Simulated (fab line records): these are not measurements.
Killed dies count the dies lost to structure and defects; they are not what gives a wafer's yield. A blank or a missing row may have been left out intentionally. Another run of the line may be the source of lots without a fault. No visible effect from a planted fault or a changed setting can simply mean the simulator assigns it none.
Code-filled problem report in 8D (eight disciplines) form | flow n5-finfet | the parts of the form that need people (team, actions taken, sign-off) are left out

== 1. THE ISSUE ==
Mean of run-length-s at N5_BEOL_M3_ETCH_70: 118.2 s across 2 wafers in 2 lots; on wafers with no fault it is 143.4 s (standard deviation 0.52). That puts it -49 standard deviations away from the usual mean.
The step: etches SOC in N2/H2, target depth 80 nm, overetch 16 nm, time 120 s.
First observed at day 10 04:04: wafer L160.4, on rie-diel-03. At this step, 24 wafers from 8 lots have a number in the record. Rule for "out", or "out of limits": more than 4 standard deviations from the usual mean. The other wafers with a number count as sound.

== 2. WHAT IT IS AND WHAT IT IS NOT ==
question                    | is                           | is not
which readings at this step | run-length-s, oes-product-au | showerhead-plenum-p-Torr, throttle-valve-pct
which lots                  | L160, L163                   | L154, L161, L162, L166, L167, L170
which wafers of those lots  | L160.4, L163.3               | L160.3, L160.6, L163.1, L163.5
read on which tools         | rie-diel-03                  | rie-diel-01, rie-diel-02
when                        | from day 10 04:04            | up to then (5 sound wafers); but 17 sound wafers of L161, L162, L163, L166, L167, L170 came after

== 3. WHAT RULES OUT EACH SUSPECT ==
Counting: any tool at a process step up to the reading remains a suspect provided it ran every lot that is out. Sound lots after the first of them don't rule it out here, since some wafers of a struck lot are sound.
- rie-diel-03 at N5_BEOL_M3_ETCH_70 (etches SOC in N2/H2, target depth 80 nm, overetch 16 nm, time 120 s): kept. Ran every lot that is out, first one L160 (day 10 04:04); last sound lot up to then L154 (day 8 21:48). Out on those wafers are its own readings of oes-product-au, run-length-s.
- Within rie-diel-03 at N5_BEOL_M3_ETCH_70: the wafers that are out ran in chamber 3; their sound lot-mates ran in chambers 0, 2.
Left after counting: rie-diel-03 at N5_BEOL_M3_ETCH_70.

== 4. THE CAUSE (what the simulator had put in) ==
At N5_BEOL_M3_ETCH_70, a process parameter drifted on rie-diel-03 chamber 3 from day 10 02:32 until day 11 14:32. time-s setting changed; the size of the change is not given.
This tool alone remained once counting was done.

== 5. THE CHAIN OF EFFECTS, in route order ==
Each row: a reading where the mean over the struck wafers with a number is more than 3 standard deviations away from the usual. Scope: only readings with a usual standard deviation given in the record; hours: median across lots of the time from each lot's start at the first step in this table that gives one to its start at this step; sigmas: change in usual standard deviations.
hours | step               | reading        | usual     | on struck wafers | change | sigmas
0     | N5_BEOL_M3_ETCH_70 | oes-product-au | 0.58 a.u. | 0.84             | +0.27  | +4.2
0     | N5_BEOL_M3_ETCH_70 | run-length-s   | 143.4 s   | 118.2            | -25.2  | -49
The process steps in it:
- N5_BEOL_M3_ETCH_70: etches SOC in N2/H2, target depth 80 nm, overetch 16 nm, time 120 s.
Readings that are blank on the struck wafers while sound wafers have them: rf-fwd-power-W at N5_BEOL_M3_ETCH_70.
Later measuring or inspecting steps at which every struck wafer that the step has a row for has a number for every such reading, and none has moved that far: N5_BEOL_M4_RC_MEAS_101.

== 6. HOW IT WOULD HAVE BEEN CAUGHT EARLIER ==
In this record no reading fell out of limits until day 10 04:04, 2 hours after the fault had begun at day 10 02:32.
